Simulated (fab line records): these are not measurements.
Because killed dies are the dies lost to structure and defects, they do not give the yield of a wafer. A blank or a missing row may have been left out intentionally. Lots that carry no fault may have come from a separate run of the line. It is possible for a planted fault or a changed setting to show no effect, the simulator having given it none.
A lot that was struck, set against a sound lot ; flow n5Finfet ; 41 out of 1938 route steps
Sound: these wafers, L257.3, L257.4, L257.5. Wafers L263.1, L263.4, L263.5 were the ones struck. Last of all comes the cause.
Per side, at each step with rows, come the tool, then ch with its chambers, and then its first start. Under that, the readings that differ: sound wafers ; struck wafers ; difference of the means ; sigmas: that difference in standard deviations of wafers without a fault.
alike: a reading whose means differ by less than 2 such deviations, as well as words and numbers matching on both sides. not compared: withheld readings; readings where some wafer has no value; bounds like >300 that might hide an equal value; numbers whose values overlap and for which the record gives no deviation.
Wherever a step has rows on one side only, a row that says differs or no value, or a row with sigmas, the two part there. When numbers do not overlap yet have no deviation, they are printed without sigmas and do not part them. Lack of a reading on every wafer of one side parts them only where that side has two or more wafers.

first, 9 steps without rows for these wafers: N5_BEOL_M4_ANNEAL_95 (time 240 s); N5_BEOL_M4_SPUTTER_96 (material Cu, target thk 4.5 nm, time 8.29 s); N5_BEOL_M4_ECD_50 (material Cu, target thk 300 nm); N5_BEOL_M4_ANNEAL_51 (time 90 s); N5_BEOL_M4_CMP_52 (polishes, stops on SiOC, t overpolish 6.8 s, target thk 40 nm); N5_BEOL_M4_PRE_CLEAN_60 (time 15 s); N5_BEOL_M4_CO_CAP_55 (material Co, precursor CCTBA/H2, target thk 2 nm, time 102.1 s); N5_BEOL_M4_PRE_CLEAN_56 (time 15 s); N5_BEOL_M4_DEP_57 (deposits SiCN from 3MS/NH3, target thk 8 nm, time 14 s).
N5_BEOL_M4_RC_MEAS_101:
  sound on prober-01 ch 0, day 9 05:26; struck on prober-02 ch 0, day 10 13:14
  alike: DIBL_N, DIBL_P, IOFF_N, IOFF_P, ION_N, ION_P, SS_N, SS_P, VT_N, VT_P
then, 24 steps without rows for these wafers: N5_BEOL_M5_ILD_DEP_00 (deposits SiCOH lowk from DEMS/porogen, target thk 140.64 nm, time 25.9 s); N5_BEOL_M5_CURE_79 (cures SiCOH lowk, time 240 s); N5_BEOL_M5_PECVD_70 (deposits SiO2 from TEOS/O2, target thk 16 nm, time 18 s); N5_BEOL_M5_HM_DEP_02 (deposits TiN, target thk 20 nm); N5_BEOL_M5_COAT_59 (time 60 s, resist thk 60 nm); N5_BEOL_M5_COAT_60 (time 60 s, resist thk 12 nm); N5_BEOL_M5_COAT_71 (time 60 s, resist thk 5 nm); N5_BEOL_M5_COAT_05 (resist thk 30 nm); N5_BEOL_M5_EBR_07; N5_BEOL_M5_SOFTBAKE_06 (time 60 s); N5_BEOL_M5_EXPOSE_08 (exposes mask M5, target cd 28 nm); N5_BEOL_M5_PEB_09 (peb time 60 s); N5_BEOL_M5_DEVELOP_10 (develop time 30 s); N5_BEOL_M5_DESCUM_16 (chemistry O2, time 7 s); N5_BEOL_M5_ETCH_72 (etches underlayer in N2/H2, target depth 6.5 nm, time 5.2 s); N5_BEOL_M5_ETCH_61 (etches SiARC in CF4, target depth 15.6 nm, time 26 s); N5_BEOL_M5_ETCH_62 (etches SOC in N2/H2, target depth 75 nm, overetch 15 nm, time 112.5 s); N5_BEOL_M5_STRIP_63 (strips in N2/H2); N5_BEOL_M5_STRIP_73 (strips in N2/H2); N5_BEOL_M5_STRIP_64 (strips in CF4); N5_BEOL_M5_HM_OPEN_17 (chemistry Cl2/BCl3, target TiN, target depth 20 nm, overetch 6 nm); N5_BEOL_M5_STRIP_19 (strips in O2); N5_BEOL_M5_COAT_65 (time 60 s, resist thk 60 nm); N5_BEOL_M5_COAT_66 (time 60 s, resist thk 12 nm).
N5_BEOL_M6_STRIP_67: strips in CF4.
  sound on rieDiel-03 ch 0,1,3, day 9 20:30; struck on rieDiel-03 ch 1,2, day 11 03:17
  no value came back on the struck wafers for any of 7 readings (biasPowerW (W), cf4FlowSccm (sccm) and others); on the sound wafers biasPowerW (W) reads 74.93 75.32 75.16
reading;sound;struck;difference;sigmas
model.SiARC_of_BEOL_M6_COAT_60.thkNm (nm);0 0 0;28 28.2 28;+28;
  not compared: rfHoursCounterH
N5_BEOL_M6_STRIP_19: strips in O2.
  sound on rieDiel-04 ch 1,3, day 9 20:40; struck on rieDiel-04 ch 0,2, day 11 03:33
reading;sound;struck;difference;sigmas
model.SOC_of_BEOL_M6_COAT_59.thkNm (nm);0 0 0;92.4 92.8 91.6;+92.3;
  alike: chamberPressureMTorr, drypumpMotorCurrentA, oesProductAu, rfVppV, showerheadPlenumPTorr, throttleValvePct
  not compared: rfHoursCounterH
N5_BEOL_M6_ETCH_66: etches SOC in N2/H2, target depth 80 nm, overetch 16 nm, time 120 s.
  sound on rieDiel-05 ch 0,1,2, day 9 23:12; struck on rieDiel-03 ch 1,2,3, day 11 05:50
reading;sound;struck;difference;sigmas
oesProductAu (a.u.);0.68 0.58 0.54;0.88 0.79 1.01;+0.29;+5
model.etch.depthNm (nm);60.25 60.25 59.99;101.5 93.46 100.4;+38.3;
  alike: drypumpMotorCurrentA, h2FlowSccm, rfVppV, showerheadPlenumPTorr, throttleValvePct
  not compared: rfHoursCounterH
N5_BEOL_M6_VIA_ETCH_34: etches SiCOH lowk in C4F6/O2, target depth 126.3 nm, time 50.9 s.
  sound on rieDiel-05 ch 0,1,2, day 9 23:18; struck on rieDiel-03 ch 1,2,3, day 11 05:56
reading;sound;struck;difference;sigmas
oesProductAu (a.u.);0.90 0.73 0.69;0.31 0.30 0.38;-0.44;-5
rfVppV (V);639 655 647;673 698 676;+35;+2
  alike: O2_flow_sccm, drypumpMotorCurrentA, showerheadPlenumPTorr, throttleValvePct
  not compared: rfHoursCounterH
N5_BEOL_M6_ETCH_41: etches SiCN in CH3F/O2, target depth 29.7 nm, time 52 s.
  sound: rieDiel-05 ch 0,2; struck: rieDiel-03 ch 1,2,3
reading;sound;struck;difference;sigmas
rfVppV (V);295.7 295.8 296.3;299.4 298.4 298.9;+3.0;+2
model.SiARC_of_BEOL_M6_COAT_60.thkNm (nm);0 0 0;18 18.6 17.6;+18;
  alike: O2_flow_sccm, drypumpMotorCurrentA, oesProductAu, showerheadPlenumPTorr, throttleValvePct
  not compared: rfHoursCounterH
N5_BEOL_M6_OCD_MEAS_38:
  sound on ocd-01 at day 9 23:33; struck on ocd-01 at day 11 06:11
reading;sound;struck;difference;sigmas
trenchDepthNm (nm);89.8 91.1 91.6;- - -;no value on the struck wafers;
-- here the record skips 3 days between the struck wafers' starts before and after, leaving off in module BEOL_M6 and picking up in module PASSIVATION (first step shown: number 1936 of the route) --
N5_PASSIVATION_PROBE_49:
  the record has rows for the struck wafers here (prober-02, day 14 15:54) and none for the sound ones

WHERE THEY PART
Earliest at N5_BEOL_M6_STRIP_67; latest, in this record, at N5_PASSIVATION_PROBE_49.

WHY: the cause the simulator had injected
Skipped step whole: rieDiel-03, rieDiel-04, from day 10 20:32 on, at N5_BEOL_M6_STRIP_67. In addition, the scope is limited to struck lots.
